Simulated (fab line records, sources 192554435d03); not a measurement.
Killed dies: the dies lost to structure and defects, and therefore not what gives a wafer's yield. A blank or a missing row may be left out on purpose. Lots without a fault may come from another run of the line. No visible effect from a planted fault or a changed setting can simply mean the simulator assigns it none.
One fault through the eyes of 2 desks    flow n5Finfet    numbers are kept per desk, each desk with only its own; the story behind them comes last

FOR THE TOOL OWNER'S DESK: cmp-02
The tool's own readings at N5_MOL_CONTACT_COAG_CMP_28 (polishes, stops on SiNx, t overpolish 0.85 s, target thk 14.522 nm): means of the sampled wafers that have a number, for each lot that ran on this tool. The brackets show how far a lot's mean lies from the usual mean; more than 4 standard deviations puts the lot out of limits, marked OUT.
Columns: A = headPressurePsi at N5_MOL_CONTACT_COAG_CMP_28, usual 4.150 psi; B = motorCurrentA at N5_MOL_CONTACT_COAG_CMP_28, usual 12.3 A; C = timeToEndpointS at N5_MOL_CONTACT_COAG_CMP_28, usual 4.1 s
lot   first seen here  A                B     C
L361  day 5 07:27      4.155            10.9  4.7
L365  day 6 09:56      4.156            11.6  7.6
L368  day 6 20:01      4.152            11.7  5.3
L375  day 8 14:29      4.426 (+32) OUT  13.0  2.7
L376  day 8 17:52      4.410 (+30) OUT  11.8  5.3
Finding of this desk: L375, L376 out of limits; the first was L375 at day 8 14:29, on headPressurePsi at N5_MOL_CONTACT_COAG_CMP_28. L361, L365, L368: within limits.

THE METROLOGY DESK
What the gauges read for every lot (on any tool): the sampled wafers with a number, averaged. The brackets show how far a lot's mean lies from the usual mean; more than 4 standard deviations puts the lot out of limits, marked OUT.
Columns: A = MD_CAP_THK at N5_MOL_CONTACT_COAG_THK_MEAS_29, usual 17.93 nm
lot   first seen here  A
L361  day 5 07:43      18.01
L365  day 6 10:14      17.96
L366  day 6 14:24      17.80
L368  day 6 20:18      17.96
L369  day 7 03:10      18.05
L375  day 8 14:42      17.89
L376  day 8 18:10      17.92
L377  day 9 02:15      17.79
L379  day 9 18:14      17.88
L380  day 9 23:52      17.87
L381  day 10 06:22     17.93
L382  day 10 15:48     17.88
This desk found nothing out of limits on any of the 12 lots.

ALL TOGETHER
An alarm could have come from the tool owner's desk at day 8 14:29, on L375, L376.
From the metrology desk's view, nothing was out of limits.
The metrology desk has L375, L376 on record, within its limits.
Every lot named ran N5_MOL_CONTACT_COAG_CMP_28 on cmp-02.

WHAT THE SIMULATOR HAD INSERTED
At N5_MOL_CONTACT_COAG_CMP_28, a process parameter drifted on cmp-02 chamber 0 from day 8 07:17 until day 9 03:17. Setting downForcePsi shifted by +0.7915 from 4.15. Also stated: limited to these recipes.
Struck lots among those shown: L375, L376.
How many hours passed from the start of the fault until each desk's first out-of-limits reading: the tool owner's desk, 7.
